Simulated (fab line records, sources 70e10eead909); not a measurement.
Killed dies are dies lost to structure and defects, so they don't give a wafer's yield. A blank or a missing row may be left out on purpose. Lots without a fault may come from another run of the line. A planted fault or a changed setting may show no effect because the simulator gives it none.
Which tool did it? | flow nand_harc | 6 lots, 18 wafers sampled, at 3 steps of a route of 1302

WHAT THE GAUGES READ, wafer by wafer
NHARC_P_CONTACT_OVL_MEAS_13.
lot  | measured     | on         | overlay_x_nm (nm)
L432 | day 7 06:31  | overlay-01 | -1.3 -0.6 -1.3
L434 | day 8 00:16  | overlay-01 | 1.5 1.3 1.2
L442 | day 12 00:11 | overlay-02 | -1.5 -0.9 -1.2
L443 | day 12 01:35 | overlay-02 | -1.9 -1.9 -1.7
L447 | day 13 17:02 | overlay-01 | -0.6 0.2 -0.4
L452 | day 15 13:53 | overlay-01 | -0.1 -0.5 0.1

WHICH TOOL RAN EACH LOT (tool, then ch and the chambers of the sampled wafers, then the start)
lot  | NHARC_P_GATE_RTA_64              | NHARC_P_CONTACT_CMP_01
L432 | rtp_anneal-01 ch 0, day 7 03:34  | cmp-03 ch 0,2,3, day 7 05:36
L434 | rtp_anneal-02 ch 0, day 7 21:20  | cmp-01 ch 0,1,3, day 7 23:24
L442 | rtp_anneal-02 ch 0, day 11 21:23 | cmp-02 ch 0,3, day 11 23:23
L443 | rtp_anneal-01 ch 0, day 11 22:47 | cmp-02 ch 1,2,3, day 12 00:50
L447 | rtp_anneal-01 ch 0, day 13 14:04 | cmp-03 ch 0,1,3, day 13 16:06
L452 | rtp_anneal-01 ch 0, day 15 10:53 | cmp-02 ch 1,2,3, day 15 12:59
- NHARC_P_GATE_RTA_64: time 1 s.
- NHARC_P_CONTACT_CMP_01: polishes SiO2, target thk 200 nm.

THE ANSWER, worked out from the rows above alone
Rule: what is usual is taken from the lots themselves. Put in order of their means at a reading, lots are off if they are a third of the lots or fewer, leave a main group of 4 or more, and stand apart from it by a gap of 3 or more times the standard deviation of the main group's means; of several such gaps the widest counts. A main group whose means are all the same, to the digits that the tables above print for the reading, isn't used. A lot without any number at a reading at which 4 lots or more have one is off too. The other lots that the step has rows for count as sound.
No lot is off at any reading shown: from this, nothing can be told.

WHAT THE SIMULATOR HAD PUT IN
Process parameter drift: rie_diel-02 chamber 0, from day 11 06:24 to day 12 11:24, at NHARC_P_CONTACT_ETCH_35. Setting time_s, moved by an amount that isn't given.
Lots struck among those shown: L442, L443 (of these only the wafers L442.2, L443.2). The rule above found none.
